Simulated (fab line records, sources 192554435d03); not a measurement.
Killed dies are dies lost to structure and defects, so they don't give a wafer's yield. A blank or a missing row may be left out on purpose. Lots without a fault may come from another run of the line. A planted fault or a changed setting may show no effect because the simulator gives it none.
Which tool did it? | flow n5_finfet | 24 lots, 72 wafers sampled, at 4 steps of a route of 1938

WHAT THE GAUGES READ, wafer by wafer
N5_BEOL_M3_INSPECT_13: inspects for defects (brightfield). Usual: raw_defect_count 376, standard deviation 82.
lot  | measured     | on                | raw_defect_count | flag
L074 | day 7 02:03  | defect_inspect-01 | 373 459 427      |
L075 | day 7 07:59  | defect_inspect-02 | 392 529 524      |
L076 | day 7 09:19  | defect_inspect-02 | 342 377 517      |
L077 | day 7 12:02  | defect_inspect-01 | 517 484 603      |
L078 | day 8 07:15  | defect_inspect-01 | 452 346 350      |
L079 | day 8 11:34  | defect_inspect-01 | 253 309 396      |
L080 | day 8 23:50  | defect_inspect-01 | 525 493 293      |
L081 | day 9 04:29  | defect_inspect-02 | 325 297 446      |
L082 | day 9 04:56  | defect_inspect-01 | 267 351 317      |
L083 | day 9 11:39  | defect_inspect-01 | 347 257 289      |
L084 | day 9 12:24  | defect_inspect-01 | 277 325 306      |
L085 | day 9 17:00  | defect_inspect-01 | 550 393 287      |
L086 | day 10 07:38 | defect_inspect-01 | 346 367 348      |
L087 | day 10 17:57 | defect_inspect-02 | 395 450 564      |
L089 | day 11 00:20 | defect_inspect-01 | 313 343 366      |
L088 | day 11 03:53 | defect_inspect-01 | 335 283 428      |
L090 | day 11 09:06 | defect_inspect-01 | 421 450 391      |
L091 | day 11 13:14 | defect_inspect-02 | 274 359 438      |
L092 | day 11 17:43 | defect_inspect-01 | 388 378 246      |
L095 | day 12 12:06 | defect_inspect-02 | 491 478 492      |
L094 | day 12 12:34 | defect_inspect-02 | 400 309 299      |
L093 | day 12 18:58 | defect_inspect-01 | 392 485 416      |
L096 | day 13 06:48 | defect_inspect-02 | 368 290 243      |
L097 | day 13 14:55 | defect_inspect-01 | 369 319 294      |

N5_BEOL_M3_CD_MEAS_28: target cd 25.7 nm, target cd y 23.3 nm. Usual: cd_nm 25.72 nm, standard deviation 0.25.
lot  | measured     | on        | cd_nm (nm)        | flag
L074 | day 7 02:50  | cd_sem-03 | 26.09 25.82 25.83 |
L075 | day 7 09:06  | cd_sem-02 | 25.39 25.25 25.28 |
L076 | day 7 10:06  | cd_sem-01 | 25.85 25.80 25.56 |
L077 | day 7 12:56  | cd_sem-01 | 26.17 25.71 25.65 |
L078 | day 8 08:05  | cd_sem-02 | 25.93 25.81 25.69 |
L079 | day 8 12:36  | cd_sem-03 | 25.64 25.51 25.56 |
L080 | day 9 00:37  | cd_sem-02 | 25.54 25.62 25.35 |
L081 | day 9 05:27  | cd_sem-03 | 25.78 25.88 25.78 |
L082 | day 9 05:52  | cd_sem-03 | 25.61 25.52 25.67 |
L083 | day 9 12:33  | cd_sem-02 | 25.90 25.64 25.82 |
L084 | day 9 13:19  | cd_sem-01 | 25.70 25.99 26.02 |
L085 | day 9 18:13  | cd_sem-03 | 25.76 25.80 25.94 |
L086 | day 10 08:46 | cd_sem-02 | 25.64 25.77 25.69 |
L087 | day 10 18:52 | cd_sem-01 | 26.01 26.11 26.07 |
L089 | day 11 01:14 | cd_sem-01 | 25.51 25.56 25.51 |
L088 | day 11 04:45 | cd_sem-03 | 25.06 25.75 25.28 |
L090 | day 11 09:55 | cd_sem-02 | 25.97 26.04 25.73 |
L091 | day 11 14:04 | cd_sem-02 | 25.71 26.09 25.72 |
L092 | day 11 18:31 | cd_sem-01 | 25.43 25.22 25.77 |
L095 | day 12 13:01 | cd_sem-02 | 26.17 26.15 25.61 |
L094 | day 12 13:23 | cd_sem-03 | 25.43 26.11 25.89 |
L093 | day 12 19:45 | cd_sem-01 | 26.11 25.84 25.62 |
L096 | day 13 07:46 | cd_sem-03 | 25.60 25.57 25.51 |
L097 | day 13 15:49 | cd_sem-03 | 25.52 25.95 25.67 |

WHICH TOOL RAN EACH LOT (tool, then ch and the chambers of the sampled wafers, then the start)
lot  | N5_BEOL_M3_ILD_DEP_00           | N5_BEOL_M3_HM_OPEN_17
L074 | pecvd-04 ch 0,1,2, day 7 00:40  | rie_metal-01 ch 0, day 7 02:20
L075 | pecvd-04 ch 1,2, day 7 06:22    | rie_metal-02 ch 0,1, day 7 08:16
L076 | pecvd-04 ch 0,1,2, day 7 08:26  | rie_metal-03 ch 1, day 7 09:36
L077 | pecvd-04 ch 0,1,2, day 7 10:04  | rie_metal-01 ch 0,1, day 7 12:19
L078 | pecvd-02 ch 0,1,2, day 8 04:41  | rie_metal-02 ch 0,1, day 8 07:34
L079 | pecvd-04 ch 0,1,2, day 8 09:03  | rie_metal-03 ch 0,1, day 8 11:50
L080 | pecvd-02 ch 0,2, day 8 22:37    | rie_metal-02 ch 0, day 9 00:07
L081 | pecvd-04 ch 1,2, day 9 00:30    | rie_metal-02 ch 0,1, day 9 04:46
L082 | pecvd-04 ch 1,2, day 9 03:15    | rie_metal-02 ch 0,1, day 9 05:14
L083 | pecvd-04 ch 0,1, day 9 10:31    | rie_metal-02 ch 0,1, day 9 11:56
L084 | pecvd-01 ch 0,1, day 9 11:34    | rie_metal-02 ch 0,1, day 9 12:41
L085 | pecvd-01 ch 0,1, day 9 15:47    | rie_metal-02 ch 0,1, day 9 17:35
L086 | pecvd-01 ch 0,1, day 10 04:34   | rie_metal-01 ch 1, day 10 08:11
L087 | pecvd-01 ch 0,1, day 10 16:35   | rie_metal-03 ch 0,1, day 10 18:14
L089 | pecvd-01 ch 0,1,2, day 10 23:37 | rie_metal-01 ch 0,1, day 11 00:37
L088 | pecvd-04 ch 1,2, day 11 02:58   | rie_metal-02 ch 0, day 11 04:15
L090 | pecvd-02 ch 0,1,2, day 11 07:44 | rie_metal-02 ch 0,1, day 11 09:23
L091 | pecvd-01 ch 0,1,2, day 11 12:21 | rie_metal-02 ch 0,1, day 11 13:32
L092 | pecvd-02 ch 0,1,2, day 11 15:13 | rie_metal-02 ch 0,1, day 11 17:59
L095 | pecvd-01 ch 1,2, day 12 08:57   | rie_metal-02 ch 0,1, day 12 12:23
L094 | pecvd-02 ch 1,2, day 12 10:43   | rie_metal-02 ch 0,1, day 12 12:51
L093 | pecvd-04 ch 0,1,2, day 12 17:36 | rie_metal-01 ch 0,1, day 12 19:16
L096 | pecvd-04 ch 1,2, day 13 03:42   | rie_metal-01 ch 0,1, day 13 07:10
L097 | pecvd-04 ch 1,2, day 13 13:47   | rie_metal-01 ch 0,1, day 13 15:11
- N5_BEOL_M3_ILD_DEP_00: deposits SiOC from DEMS/O2, target thk 79 nm, time 15.3 s.
- N5_BEOL_M3_HM_OPEN_17: chemistry Cl2/BCl3, target TiN, target depth 20 nm, overetch 6 nm.

WHAT THE TOOLS THEMSELVES READ (means of the sampled wafers that have a number; where no wafer has one, the mark that the record gives instead)
N5_BEOL_M3_ILD_DEP_00. Usual: heater_power_w 502 W, standard deviation 43; rf_fwd_power_W 492.7 W, standard deviation 2.9; showerhead_plenum_p_Torr 5.693 Torr, standard deviation 0.016; susceptor_temp_C 349.99 C, standard deviation 0.19; throttle_valve_pct 12.2 %, standard deviation 1.2.
lot  | tool     | heater_power_w (W) | rf_fwd_power_W (W) | showerhead_plenum_p_Torr (Torr) | susceptor_temp_C (C) | throttle_valve_pct (%) | flag
L074 | pecvd-04 | 522                | 490.5              | 5.682                           | 350.14               | 12.7                   |
L075 | pecvd-04 | 470                | 490.5              | 5.686                           | 349.95               | 11.9                   |
L076 | pecvd-04 | 496                | 489.9              | 5.688                           | 349.95               | 12.4                   |
L077 | pecvd-04 | 518                | 489.8              | 5.687                           | 349.97               | 12.5                   |
L078 | pecvd-02 | 528                | 495.2              | 5.699                           | 350.14               | 12.4                   |
L079 | pecvd-04 | 500                | 491.7              | 5.687                           | 349.90               | 12.3                   |
L080 | pecvd-02 | 526                | 491.8              | 5.689                           | 349.99               | 12.7                   |
L081 | pecvd-04 | 497                | 491.3              | 5.689                           | 349.99               | 11.8                   |
L082 | pecvd-04 | 471                | 490.4              | 5.694                           | 350.00               | 11.6                   |
L083 | pecvd-04 | 459                | 489.3              | 5.694                           | 349.88               | 13.8                   |
L084 | pecvd-01 | 515                | 497.6              | 5.710                           | 349.82               | 12.2                   |
L085 | pecvd-01 | 529                | 494.4              | 5.704                           | 349.75               | 12.1                   |
L086 | pecvd-01 | 555                | 496.9              | 5.709                           | 349.96               | 12.2                   |
L087 | pecvd-01 | 579                | 496.3              | 5.710                           | 350.16               | 12.0                   |
L089 | pecvd-01 | 478                | 493.9              | 5.695                           | 349.85               | 11.4                   |
L088 | pecvd-04 | 504                | 490.0              | 5.685                           | 349.93               | 11.5                   |
L090 | pecvd-02 | 541                | 494.5              | 5.699                           | 350.03               | 12.5                   |
L091 | pecvd-01 | 507                | 493.6              | 5.703                           | 350.08               | 11.3                   |
L092 | pecvd-02 | 541                | 494.2              | 5.707                           | 350.09               | 12.4                   |
L095 | pecvd-01 | 461                | 493.4              | 5.683                           | 350.05               | 11.0                   |
L094 | pecvd-02 | 523                | 494.0              | 5.720                           | 350.16               | 12.1                   |
L093 | pecvd-04 | 505                | 492.4              | 5.683                           | 349.97               | 12.8                   |
L096 | pecvd-04 | 480                | 489.4              | 5.687                           | 350.08               | 11.9                   |
L097 | pecvd-04 | 461                | 491.0              | 5.685                           | 349.90               | 11.8                   |

N5_BEOL_M3_HM_OPEN_17. Usual: drypump_motor_current_A 5.7 A, standard deviation 0.39; mfc_ar_sccm 25.00 sccm, standard deviation 0.071; oes_product_au 0.65 a.u., standard deviation 0.089; rf_fwd_power_W 994 W, standard deviation 3.4; throttle_valve_pct 22.13 %, standard deviation 0.18.
lot  | tool         | drypump_motor_current_A (A) | mfc_ar_sccm (sccm) | oes_product_au (a.u.) | rf_fwd_power_W (W) | throttle_valve_pct (%) | flag
L074 | rie_metal-01 | 5.3                         | 25.03              | 0.52                  | 992                | 21.90                  |
L075 | rie_metal-02 | 5.4                         | 24.96              | 0.69                  | 993                | 22.22                  |
L076 | rie_metal-03 | 5.7                         | 25.06              | 0.84                  | 993                | 22.23                  |
L077 | rie_metal-01 | 5.7                         | 24.98              | 0.53                  | 994                | 21.93                  |
L078 | rie_metal-02 | 5.6                         | 25.08              | 0.63                  | 997                | 22.11                  |
L079 | rie_metal-03 | 5.9                         | 24.98              | 0.76                  | 992                | 22.26                  |
L080 | rie_metal-02 | 5.8                         | 24.94              | 0.59                  | 993                | 21.97                  |
L081 | rie_metal-02 | 5.4                         | 24.91              | 0.68                  | 992                | 22.23                  |
L082 | rie_metal-02 | 5.4                         | 25.08              | 0.67                  | 992                | 22.25                  |
L083 | rie_metal-02 | 5.6                         | 25.03              | 0.63                  | 992                | 22.11                  |
L084 | rie_metal-02 | 5.5                         | 25.08              | 0.68                  | 994                | 22.22                  |
L085 | rie_metal-02 | 5.4                         | 24.98              | 0.68                  | 996                | 22.23                  |
L086 | rie_metal-01 | 6.3                         | 24.95              | 0.56                  | 997                | 22.06                  |
L087 | rie_metal-03 | 5.9                         | 25.04              | 0.75                  | 995                | 22.26                  |
L089 | rie_metal-01 | 6.0                         | 25.04              | 0.63                  | 995                | 22.02                  |
L088 | rie_metal-02 | 5.8                         | 25.04              | 0.59                  | 992                | 21.97                  |
L090 | rie_metal-02 | 5.6                         | 25.03              | 0.62                  | 993                | 22.13                  |
L091 | rie_metal-02 | 5.4                         | 24.97              | 0.66                  | 993                | 22.23                  |
L092 | rie_metal-02 | 5.6                         | 24.99              | 0.62                  | 993                | 22.11                  |
L095 | rie_metal-02 | 5.5                         | 25.01              | 0.66                  | 995                | 22.25                  |
L094 | rie_metal-02 | 5.6                         | 24.89              | 0.61                  | 993                | 22.12                  |
L093 | rie_metal-01 | 6.0                         | 24.96              | 0.63                  | 998                | 22.00                  |
L096 | rie_metal-01 | 5.7                         | 24.94              | 0.70                  | 993                | 21.93                  |
L097 | rie_metal-01 | 6.0                         | 24.99              | 0.62                  | 994                | 22.01                  |

THE ANSWER, worked out from the rows above alone
Rule: a lot is off if the mean of its wafers that have a number lies more than 3 standard deviations from the usual mean. A lot without any number at a reading at which 4 lots or more have one is off too. The other lots that the step has rows for count as sound. The gauges are gone through in route order, then the tools' own readings, and for those a lot's mean is taken as printed above. The first step at which some lot is off is used, and at that step the reading that is off furthest; a lot without a number counts as furthest.
No lot is off at any reading shown: from this, nothing can be told.

WHAT THE SIMULATOR HAD PUT IN
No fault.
